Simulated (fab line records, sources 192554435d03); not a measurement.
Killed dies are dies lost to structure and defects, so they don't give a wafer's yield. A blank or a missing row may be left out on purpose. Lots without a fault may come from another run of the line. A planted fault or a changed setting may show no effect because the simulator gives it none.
Which tool did it? | flow n5_finfet | 10 lots, 30 wafers sampled, at 2 steps of a route of 1938

WHAT THE GAUGES READ, wafer by wafer
N5_WELL_APT_CD_MEAS_25: target cd 200 nm.
lot  | measured    | on        | cd_nm (nm)
L928 | day 1 20:49 | cd_sem-02 | 198.1 198.1 200.6
L929 | day 2 03:39 | cd_sem-02 | 198.6 198.4 198.5
L930 | day 2 08:52 | cd_sem-02 | 199.5 196.7 198.6
L932 | day 2 20:59 | cd_sem-02 | 202.8 200.1 198.9
L937 | day 4 03:16 | cd_sem-01 | 198.7 199.8 198.3
L940 | day 4 20:58 | cd_sem-02 | 200.0 201.4 199.7
L941 | day 5 02:58 | cd_sem-03 | 199.2 198.0 197.1
L942 | day 5 09:02 | cd_sem-01 | 201.4 199.0 201.6
L946 | day 6 09:08 | cd_sem-01 | 197.1 201.4 198.4
L948 | day 6 20:56 | cd_sem-03 | 201.1 201.4 200.8

WHICH TOOL RAN EACH LOT (tool, then ch and the chambers of the sampled wafers, then the start)
lot  | N5_WELL_APT_DESCUM_13
L928 | rie_diel-04 ch 0,1,2, day 1 19:47
L929 | rie_diel-03 ch 2,3, day 2 02:28
L930 | rie_diel-04 ch 1,3, day 2 07:50
L932 | rie_diel-04 ch 0,1,3, day 2 19:58
L937 | rie_diel-04 ch 1,3, day 4 02:05
L940 | rie_diel-03 ch 0,1, day 4 19:48
L941 | rie_diel-04 ch 2,3, day 5 01:56
L942 | rie_diel-04 ch 0,1,3, day 5 07:53
L946 | rie_diel-04 ch 1,2,3, day 6 07:58
L948 | rie_diel-03 ch 0,1,2, day 6 19:46
- N5_WELL_APT_DESCUM_13: chemistry O2, time 7.9 s.

THE ANSWER, worked out from the rows above alone
Rule: what is usual is taken from the lots themselves. Put in order of their means at a reading, lots are off if they are a third of the lots or fewer, leave a main group of 4 or more, and stand apart from it by a gap of 3 or more times the standard deviation of the main group's means; of several such gaps the widest counts. A main group whose means are all the same, to the digits that the tables above print for the reading, isn't used. A lot without any number at a reading at which 4 lots or more have one is off too. The other lots that the step has rows for count as sound.
No lot is off at any reading shown: from this, nothing can be told.

WHAT THE SIMULATOR HAD PUT IN
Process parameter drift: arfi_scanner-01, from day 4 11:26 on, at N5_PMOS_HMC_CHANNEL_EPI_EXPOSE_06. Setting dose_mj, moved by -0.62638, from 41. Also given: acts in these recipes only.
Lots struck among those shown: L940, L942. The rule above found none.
